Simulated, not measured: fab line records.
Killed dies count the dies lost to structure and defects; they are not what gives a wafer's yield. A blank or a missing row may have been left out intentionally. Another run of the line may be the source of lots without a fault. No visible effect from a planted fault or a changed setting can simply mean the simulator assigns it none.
The tool behind it: which one?	flow n5_finfet	route of 1938 steps, sampled at 1 step: 12 lots, 36 wafers

== WHAT THE GAUGES READ, wafer by wafer ==
N5_BEOL_M4_INSPECT_13: inspects for defects (brightfield).
lot	measured	on	raw_defect_count
L075	day 7 22:05	defect_inspect-01	263 342 349
L077	day 8 07:44	defect_inspect-02	445 439 572
L079	day 8 17:11	defect_inspect-01	314 489 303
L082	day 9 04:44	defect_inspect-01	352 320 433
L083	day 9 12:43	defect_inspect-01	445 363 341
L085	day 10 02:01	defect_inspect-02	449 336 289
L086	day 10 21:06	defect_inspect-02	413 304 426
L088	day 11 05:51	defect_inspect-01	356 254 264
L091	day 11 11:50	defect_inspect-02	292 304 365
L094	day 12 08:25	defect_inspect-01	360 361 504
L095	day 12 12:16	defect_inspect-02	288 229 252
L097	day 13 12:52	defect_inspect-02	407 335 328

== EACH LOT AND THE TOOL THAT RAN IT (in order: tool; ch and the chambers of the sampled wafers; start) ==
The record holds no process step before these readings.

== THE ANSWER, worked out from the rows above alone ==
Rule: the usual values come from the lots themselves. Put in order of their means at a reading, lots are off if they are a third of the lots or fewer, leave a main group of 4 or more, and stand apart from it by a gap of 3 or more times the standard deviation of the main group's means; of several such gaps the widest counts. Not used: any main group whose means are identical at the precision the tables above print for the reading. Also off: a lot with no number at a reading for which 4 or more lots have one. Any other lot the step has rows for is counted as sound.
None of the lots is off at any reading shown; this tells nothing.

== WHAT THE SIMULATOR HAD PUT IN ==
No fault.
